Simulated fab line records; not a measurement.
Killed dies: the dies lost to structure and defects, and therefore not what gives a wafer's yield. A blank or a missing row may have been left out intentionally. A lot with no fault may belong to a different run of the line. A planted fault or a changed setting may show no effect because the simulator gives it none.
Which tool did it?	flow n5Finfet	27 wafers from 9 lots sampled at 5 of the route's 1938 steps

== WHAT THE GAUGES READ, wafer by wafer ==
N5_BEOL_M4_RC_MEAS_101. Usual: DIBL_N 36.0 mV/V, standard deviation 1.7; DIBL_P 36.2 mV/V, standard deviation 2.3; IOFF_N 0.16 nA/um, standard deviation 0.03; IOFF_P 0.21 nA/um, standard deviation 0.036; ION_N 679 uA/um, standard deviation 11; ION_P 465 uA/um, standard deviation 7.1; SS_N 71.4 mV/dec, standard deviation 0.58; SS_P 73.3 mV/dec, standard deviation 0.75; VT_N 249 mV, standard deviation 3.1; VT_P -251 mV, standard deviation 3.5.
lot	measured	on	DIBL_N (mV/V)	DIBL_P (mV/V)	IOFF_N (nA/um)	IOFF_P (nA/um)	ION_N (uA/um)	ION_P (uA/um)	SS_N (mV/dec)	SS_P (mV/dec)	VT_N (mV)	VT_P (mV)	flag
L804	day 8 21:14	prober-01	33.9 32.7 35.4	33.3 31.5 35.5	0.14 0.12 0.15	0.19 0.17 0.21	673 665 683	461 459 467	71.0 70.9 70.4	73.1 72.2 72.8	248 252 249	-250 -253 -249	
L809	day 9 15:16	prober-02	36.0 36.5 37.4	36.1 37.2 38.2	0.16 0.17 0.18	0.22 0.23 0.25	680 685 682	466 469 469	71.1 71.6 72.0	73.6 73.7 74.6	250 247 248	-249 -246 -248	
L818	day 11 19:26	prober-01	33.6 35.7 35.5	34.0 35.9 35.8	0.16 0.18 0.18	0.19 0.20 0.21	687 697 695	461 464 463	71.4 71.6 71.7	73.0 73.0 73.6	249 247 246	-254 -250 -250	
L821	day 12 16:13	prober-02	39.7 36.6 36.5	41.2 37.7 37.4	0.23 0.15 0.15	0.28 0.22 0.20	703 672 681	477 469 469	72.0 71.9 71.9	73.9 73.8 72.5	244 249 249	-247 -250 -250	
L823	day 13 18:41	prober-02	36.4 37.2 38.1	37.7 38.2 39.5	0.16 0.18 0.20	0.22 0.23 0.25	681 680 699	469 464 476	71.8 71.8 71.8	73.6 74.4 74.7	249 249 245	-251 -252 -249	
L826	day 14 04:23	prober-01	37.0 36.6 38.6	37.6 37.2 39.7	0.16 0.17 0.20	0.22 0.22 0.27	687 683 688	469 462 470	71.7 71.3 72.0	73.4 73.8 74.9	250 247 245	-251 -252 -249	

== WHICH TOOL RAN EACH LOT (tool, then ch and the chambers of the sampled wafers, then the start) ==
lot	N5_FIN_CUT_ETCH_30	N5_FIN_CUT_CUT_ETCH_26	N5_FIN_CUT_CUT_ETCH_27	N5_FIN_CUT_PRECLEAN_35
L804	rieDiel-03 ch 0,1,3, day 2 09:45	rieDiel-03 ch 0,1,3, day 2 10:09	rieDiel-03 ch 0,1,3, day 2 10:12	vaporEtch-01 ch 0,1, day 2 10:16
L809	rieDiel-02 ch 0,1, day 3 15:02	rieDiel-02 ch 0,1, day 3 15:26	rieDiel-02 ch 0,1, day 3 15:29	vaporEtch-01 ch 0,1, day 3 15:34
L814	rieDiel-03 ch 0,2,3, day 4 22:42	rieDiel-03 ch 0,2,3, day 4 23:06	rieDiel-03 ch 0,2,3, day 4 23:08	vaporEtch-01 ch 0,1, day 4 23:13
L815	rieDiel-02 ch 0,2,3, day 5 05:49	rieDiel-02 ch 0,2,3, day 5 06:13	rieDiel-02 ch 0,2,3, day 5 06:16	vaporEtch-02 ch 0,1, day 5 06:19
L816	rieDiel-02 ch 0,1,3, day 5 10:41	rieDiel-02 ch 0,1,3, day 5 11:05	rieDiel-02 ch 0,1,3, day 5 11:08	vaporEtch-01 ch 0,1, day 5 11:12
L818	rieDiel-02 ch 0,2,3, day 5 21:22	rieDiel-02 ch 0,2,3, day 5 21:47	rieDiel-02 ch 0,2,3, day 5 21:49	vaporEtch-01 ch 0,1, day 5 21:55
L821	rieDiel-02 ch 0,1,3, day 6 19:24	rieDiel-02 ch 0,1,3, day 6 19:48	rieDiel-02 ch 0,1,3, day 6 19:50	vaporEtch-01 ch 0,1, day 6 19:55
L823	rieDiel-03 ch 2,3, day 7 05:59	rieDiel-03 ch 2,3, day 7 06:23	rieDiel-03 ch 2,3, day 7 06:26	vaporEtch-01 ch 0,1, day 7 06:30
L826	rieDiel-03 ch 0,2,3, day 7 21:36	rieDiel-03 ch 0,2,3, day 7 22:00	rieDiel-03 ch 0,2,3, day 7 22:03	vaporEtch-01 ch 0,1, day 7 22:07
- N5_FIN_CUT_ETCH_30: etches underlayer in N2/H2, target depth 13 nm, time 10.4 s.
- N5_FIN_CUT_CUT_ETCH_26: etches SiNx in CH3F/O2, target depth 39 nm, time 55.7 s.
- N5_FIN_CUT_CUT_ETCH_27: etches SiO2 in CHF3/O2, target depth 4 nm, overetch 2 nm, time 4.9 s.
- N5_FIN_CUT_PRECLEAN_35: cleans in vHF, time 13.3 s.

== AS READ BY THE TOOLS THEMSELVES (means over the sampled wafers that have a number; for cases with no such wafer, the mark the record gives instead) ==
N5_FIN_CUT_ETCH_30. Usual: biasW 150.1 W, standard deviation 0.44; chamberPressureMTorr 30.002 mTorr, standard deviation 0.028; drypumpMotorCurrentA 5.7 A, standard deviation 0.42; etchRfOnTimeS 10.39 s, standard deviation 0.26; oesProductAu 0.67 a.u., standard deviation 0.065; rfFwdPowerW 818.9 W, standard deviation 2.5; rfVppV 523.8 V, standard deviation 2.8; showerheadPlenumPTorr 2.54 Torr, standard deviation 0.094; throttleValvePct 17.91 %, standard deviation 0.19.
lot	tool	biasW (W)	chamberPressureMTorr (mTorr)	drypumpMotorCurrentA (A)	etchRfOnTimeS (s)	oesProductAu (a.u.)	rfFwdPowerW (W)	rfVppV (V)	showerheadPlenumPTorr (Torr)	throttleValvePct (%)	flag
L804	rieDiel-03	149.7	29.992	5.8	10.23	0.68	820.6	526.4	2.63	18.05	
L809	rieDiel-02	150.3	30.011	5.1	10.66	0.61	820.6	522.0	2.46	17.93	
L814	rieDiel-03	149.7	29.998	5.8	10.26	0.71	820.1	525.3	2.60	17.93	
L815	rieDiel-02	150.4	30.005	5.4	10.37	0.64	819.8	522.8	2.48	17.86	
L816	rieDiel-02	150.4	29.993	5.2	10.29	0.71	819.0	521.1	2.47	17.76	
L818	rieDiel-02	149.9	30.005	5.4	10.36	0.64	820.2	522.4	2.48	17.87	
L821	rieDiel-02	150.3	30.032	5.2	10.40	0.70	818.0	522.6	2.46	17.77	
L823	rieDiel-03	149.7	29.996	6.1	10.48	0.72	819.1	526.9	2.64	17.79	
L826	rieDiel-03	150.3	29.980	5.8	10.53	0.68	820.0	525.5	2.59	17.97	

N5_FIN_CUT_CUT_ETCH_26. Usual: CH3F_flow_sccm 29.99 sccm, standard deviation 0.093; O2_flow_sccm 20.01 sccm, standard deviation 0.062; drypumpMotorCurrentA 5.7 A, standard deviation 0.42; mfcArSccm 150.0 sccm, standard deviation 0.44; oesProductAu 0.78 a.u., standard deviation 0.075; rfFwdPowerW 390.8 W, standard deviation 1.7; rfVppV 296 V, standard deviation 5.1; showerheadPlenumPTorr 2.00 Torr, standard deviation 0.075; throttleValvePct 16.43 %, standard deviation 0.19.
lot	tool	CH3F_flow_sccm (sccm)	O2_flow_sccm (sccm)	drypumpMotorCurrentA (A)	mfcArSccm (sccm)	oesProductAu (a.u.)	rfFwdPowerW (W)	rfVppV (V)	showerheadPlenumPTorr (Torr)	throttleValvePct (%)	flag
L804	rieDiel-03	30.02	19.96	5.8	150.0	0.79	390.8	294	2.07	16.55	
L809	rieDiel-02	29.97	20.04	5.1	149.9	0.71	389.1	292	1.93	16.40	
L814	rieDiel-03	29.87	19.94	5.8	150.0	0.83	391.8	294	2.05	16.47	
L815	rieDiel-02	30.05	20.03	5.4	149.7	0.76	391.1	299	1.95	16.38	
L816	rieDiel-02	29.93	19.99	5.2	149.7	0.85	390.9	297	1.94	16.25	
L818	rieDiel-02	30.07	20.00	5.4	150.0	0.75	391.0	300	1.95	16.38	
L821	rieDiel-02	30.02	20.00	5.2	149.7	0.82	389.2	298	1.94	16.26	
L823	rieDiel-03	30.10	19.97	6.0	149.7	0.84	390.0	291	2.09	16.41	
L826	rieDiel-03	30.07	19.98	5.8	150.3	0.79	391.7	293	2.05	16.51	

N5_FIN_CUT_CUT_ETCH_27. Usual: CHF3_flow_sccm 49.99 sccm, standard deviation 0.16; O2_flow_sccm 5.000 sccm, standard deviation 0.015; drypumpMotorCurrentA 5.7 A, standard deviation 0.42; mfcArSccm 200.0 sccm, standard deviation 0.61; oesProductAu 0.62 a.u., standard deviation 0.056; rfFwdPowerW 643 W, standard deviation 3.1; rfVppV 521 V, standard deviation 9; showerheadPlenumPTorr 2.41 Torr, standard deviation 0.087; throttleValvePct 18.89 %, standard deviation 0.19.
lot	tool	CHF3_flow_sccm (sccm)	O2_flow_sccm (sccm)	drypumpMotorCurrentA (A)	mfcArSccm (sccm)	oesProductAu (a.u.)	rfFwdPowerW (W)	rfVppV (V)	showerheadPlenumPTorr (Torr)	throttleValvePct (%)	flag
L804	rieDiel-03	49.93	4.994	5.8	200.1	0.62	643	518	2.49	19.03	
L809	rieDiel-02	49.99	4.998	5.1	199.9	0.58	640	515	2.33	18.82	
L814	rieDiel-03	-	-	-	-	-	-	-	-	-	OFF
L815	rieDiel-02	-	-	-	-	-	-	-	-	-	OFF
L816	rieDiel-02	-	-	-	-	-	-	-	-	-	OFF
L818	rieDiel-02	50.08	4.993	5.4	200.2	0.59	644	528	2.35	18.82	
L821	rieDiel-02	50.06	4.985	5.2	199.7	0.64	640	523	2.34	18.72	
L823	rieDiel-03	49.89	5.017	6.1	200.6	0.66	642	512	2.51	18.87	
L826	rieDiel-03	50.19	4.998	5.8	200.1	0.64	645	517	2.46	18.98	

N5_FIN_CUT_PRECLEAN_35. Usual: drypumpMotorCurrentA 5.9 A, standard deviation 0.33; pressureTorr 124.99 Torr, standard deviation 0.26.
lot	tool	drypumpMotorCurrentA (A)	pressureTorr (Torr)	flag
L804	vaporEtch-01	5.7	125.11	
L809	vaporEtch-01	5.7	124.97	
L814	vaporEtch-01	5.7	124.76	
L815	vaporEtch-02	6.1	125.20	
L816	vaporEtch-01	5.7	124.85	
L818	vaporEtch-01	5.7	124.66	
L821	vaporEtch-01	5.7	125.08	
L823	vaporEtch-01	5.7	125.42	
L826	vaporEtch-01	5.8	124.63	

== THE ANSWER, worked out from the rows above alone ==
Rule: a lot is off if the mean of its wafers that have a number lies more than 3 standard deviations from the usual mean. A lot without any number at a reading at which 4 lots or more have one is off too. The other lots that the step has rows for count as sound. The gauges are gone through in route order, then the tools' own readings, and for those a lot's mean is taken as printed above. At the first step where some lot is off, the reading lying furthest off is the one used; lots without a number count as furthest.
Off: L814, L815, L816, at N5_FIN_CUT_CUT_ETCH_27 (CHF3_flow_sccm). Without a number there: L814, L815, L816.
A tool fits if, at that step or a process step before it, it ran every lot that is off, and no sound lot after the first of them. No candidate that was tried fits.

== WHAT HAD BEEN PUT IN BY THE SIMULATOR ==
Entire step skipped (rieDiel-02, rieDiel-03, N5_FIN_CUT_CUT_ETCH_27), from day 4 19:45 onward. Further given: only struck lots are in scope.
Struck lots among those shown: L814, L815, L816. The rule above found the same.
